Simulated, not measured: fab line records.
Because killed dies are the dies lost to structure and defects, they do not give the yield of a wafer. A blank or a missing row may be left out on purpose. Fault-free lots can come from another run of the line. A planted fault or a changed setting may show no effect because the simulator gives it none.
Which tool is to blame? ; flow nand harc ; Sampling: 13 lots, 39 wafers, 6 of 1302 route steps

## WHAT THE GAUGES SHOWED, per wafer
NHARC_P_GATE_INSPECT_68. Usual: raw defect count reads 186 (standard deviation 75).
lot;measured;on;raw defect count;flag
L181;day 5 22:26;defect inspect-02;173 220 196;
L182;day 6 01:29;defect inspect-02;186 148 195;
L184;day 7 05:59;defect inspect-02;158 174 167;
L185;day 7 10:58;defect inspect-02;251 339 299;
L189;day 9 07:37;defect inspect-02;181 172 141;
L193;day 10 22:12;defect inspect-01;712 728 634;OFF
L195;day 11 22:07;defect inspect-01;601 711 696;OFF
L197;day 12 17:35;defect inspect-01;133 164 153;
L200;day 13 19:02;defect inspect-01;240 213 291;
L201;day 14 11:12;defect inspect-02;97 164 170;
L202;day 15 00:10;defect inspect-01;93 197 219;
L203;day 15 03:01;defect inspect-01;160 164 167;
L204;day 15 10:17;defect inspect-01;276 142 187;

NHARC_P_CONTACT_OVL_MEAS_13. Usual: overlay x nm 0.0 nm, standard deviation 0.78; overlay y nm 0.2 nm, standard deviation 1.
lot;measured;on;overlay x nm (nm);overlay y nm (nm);flag
L181;day 6 00:08;overlay-02;-0.5 -1.0 -0.5;0.0 0.1 -0.5;
L182;day 6 03:11;overlay-01;-0.2 0.1 0.1;-0.3 -0.7 -0.6;
L184;day 7 07:41;overlay-02;0.0 0.2 0.1;-0.6 -0.5 -1.2;
L185;day 7 12:40;overlay-02;1.9 1.5 1.6;0.4 0.5 0.7;
L189;day 9 09:11;overlay-01;-0.5 -0.4 -0.3;0.1 0.0 -0.2;
L193;day 10 23:53;overlay-02;1.3 1.4 1.0;2.3 1.9 1.9;
L195;day 11 23:45;overlay-02;-0.2 0.4 0.3;0.6 0.8 0.1;
L197;day 12 19:17;overlay-02;0.6 0.9 1.2;-1.4 -1.7 -1.7;
L200;day 13 20:44;overlay-02;-1.0 -1.0 -1.0;-0.4 -0.2 -0.6;
L201;day 14 12:46;overlay-02;0.9 0.4 0.5;-0.2 0.0 0.0;
L202;day 15 01:53;overlay-01;0.2 0.0 -0.3;-0.3 -0.2 0.1;
L203;day 15 04:44;overlay-01;1.4 1.1 1.0;0.1 0.3 0.0;
L204;day 15 11:59;overlay-01;0.4 1.0 0.9;1.9 1.5 1.8;

NHARC_END_SORT_01. Usual: killed at array 56, standard deviation 19; killed at other 1.0, standard deviation 1.3; killed at periphery 3.8, standard deviation 2.2; killed dies 61, standard deviation 19; killed open 3.1, standard deviation 1.9; killed short 2.3, standard deviation 1.5.
lot;measured;on;killed at array;killed at other;killed at periphery;killed dies;killed open;killed short;flag
L193;day 29 09:46;prober-01;24 20 15;1 1 0;84 93 29;109 114 44;2 2 4;3 2 2;OFF
L195;day 30 09:55;prober-01;48 36 30;2 1 2;91 81 78;141 118 110;2 4 0;1 1 2;OFF

## TOOL THAT RAN EACH LOT (tool first, then ch and the chambers of the sampled wafers, then the start)
lot;NHARC_P_GATE_DESCUM_48;NHARC_P_GATE_STRIP_63;NHARC_P_CONTACT_DEP_30
L181;rie diel-07 ch 2,3, day 5 16:11;wet bench-09 ch 0,3,7, day 5 18:35;pecvd-02 ch 0,2, day 5 22:30
L182;rie diel-03 ch 0,2,3, day 5 19:14;wet bench-09 ch 1,3,6, day 5 21:47;pecvd-04 ch 0,1,2, day 6 01:34
L184;rie diel-03 ch 1,2, day 6 23:44;wet bench-09 ch 2,4,7, day 7 02:09;pecvd-02 ch 0,2, day 7 06:07
L185;rie diel-03 ch 1,3, day 7 04:43;wet bench-02 ch 1,5,6, day 7 07:08;pecvd-02 ch 0,1,2, day 7 11:07
L189;rie diel-07 ch 2,3, day 9 01:14;wet bench-03 ch 0,4,6, day 9 03:47;pecvd-04 ch 0,1, day 9 07:41
L193;rie diel-11 ch 0,1,2, day 10 15:59;wet bench-03 ch 0,5,6, day 10 18:20;pecvd-04 ch 0,2, day 10 22:21
L195;rie diel-07 ch 1,2, day 11 15:42;wet bench-03 ch 1,3,6, day 11 18:15;pecvd-03 ch 0,1,2, day 11 22:19
L197;rie diel-03 ch 0,1,2, day 12 10:59;wet bench-02 ch 0,1,2, day 12 13:34;pecvd-02 ch 0,1,2, day 12 17:40
L200;rie diel-03 ch 0,1,3, day 13 12:41;wet bench-02 ch 4,6,7, day 13 15:05;pecvd-04 ch 1,2, day 13 19:06
L201;rie diel-03 ch 1,2,3, day 14 01:05;wet bench-02 ch 2,3,4, day 14 03:34;pecvd-03 ch 0,1,2, day 14 11:23
L202;rie diel-11 ch 1,3, day 14 17:20;wet bench-09 ch 1,2,7, day 14 19:52;pecvd-04 ch 0,2, day 15 00:18
L203;rie diel-11 ch 1,2,3, day 14 20:11;wet bench-03 ch 0,1,4, day 14 22:50;pecvd-04 ch 1,2, day 15 03:08
L204;rie diel-11 ch 1,2, day 15 04:06;wet bench-09 ch 2,4,6, day 15 06:35;pecvd-04 ch 0,1,2, day 15 10:21
- NHARC_P_GATE_DESCUM_48: chemistry O2, time 3 s.
- NHARC_P_GATE_STRIP_63: strips in SPM, time 900 s.
- NHARC_P_CONTACT_DEP_30: deposits SiNx, target thk 30 nm.

## WHAT THE TOOLS THEMSELVES READ (means of the sampled wafers that have a number; where no wafer has one, the mark that the record gives instead)
NHARC_P_GATE_DESCUM_48. Usual: drypump motor current A 5.9 A, standard deviation 0.33; oes product au 1.000 a.u., standard deviation 0.0085; rf vpp V 57.9 V, standard deviation 0.87; showerhead plenum p Torr 1.94 Torr, standard deviation 0.071; throttle valve pct 11.310 %, standard deviation 0.0089.
lot;tool;drypump motor current A (A);oes product au (a.u.);rf vpp V (V);showerhead plenum p Torr (Torr);throttle valve pct (%);flag
L181;rie diel-07;6.0;0.999;56.9;1.91;11.307;
L182;rie diel-03;5.8;1.014;58.3;1.95;11.309;
L184;rie diel-03;5.8;0.991;58.5;1.95;11.316;
L185;rie diel-03;5.8;0.993;57.4;1.96;11.308;
L189;rie diel-07;6.0;0.997;57.2;1.91;11.316;
L193;rie diel-11;6.0;1.010;57.6;1.94;11.317;
L195;rie diel-07;6.4;0.998;58.3;1.94;11.316;
L197;rie diel-03;5.8;0.995;57.9;1.92;11.309;
L200;rie diel-03;5.8;1.003;57.2;1.94;11.307;
L201;rie diel-03;5.8;1.006;58.0;1.97;11.311;
L202;rie diel-11;6.0;1.005;57.5;1.93;11.307;
L203;rie diel-11;6.0;0.999;57.3;1.99;11.303;
L204;rie diel-11;6.3;1.011;58.2;1.98;11.304;

NHARC_P_CONTACT_DEP_30. Usual: heater power outer w 452 W, standard deviation 65; heater power w 760 W, standard deviation 110.
lot;tool;heater power outer w (W);heater power w (W);flag
L181;pecvd-02;539;920;
L182;pecvd-04;438;758;
L184;pecvd-02;450;762;
L185;pecvd-02;499;830;
L189;pecvd-04;363;634;
L193;pecvd-04;401;728;
L195;pecvd-03;467;735;
L197;pecvd-02;493;817;
L200;pecvd-04;523;927;
L201;pecvd-03;470;757;
L202;pecvd-04;491;829;
L203;pecvd-04;470;825;
L204;pecvd-04;470;806;

## THE ANSWER, worked out from the rows above alone
Rule: take the mean of a lot's wafers that have a number; if it is more than 3 standard deviations from the usual mean, the lot is off. Also off: a lot with no number at a reading for which 4 or more lots have one. All remaining lots with rows at the step are treated as sound. The gauges are gone through in route order, then the tools' own readings, and for those a lot's mean is taken as printed above. At the first step where some lot is off, the reading lying furthest off is the one used; lots without a number count as furthest.
Off: L193, L195 (NHARC_P_GATE_INSPECT_68, raw defect count).
If a tool, at a process step before that reading, ran all the lots that are off and no sound lot after the first of them, it fits. Not tried: the gauges at NHARC_P_GATE_INSPECT_68; whatever is off there is also off at NHARC_END_SORT_01, on other tools, and gauge error can't account for it. Of those tried, none fits.

## WHAT WAS PUT IN BY THE SIMULATOR
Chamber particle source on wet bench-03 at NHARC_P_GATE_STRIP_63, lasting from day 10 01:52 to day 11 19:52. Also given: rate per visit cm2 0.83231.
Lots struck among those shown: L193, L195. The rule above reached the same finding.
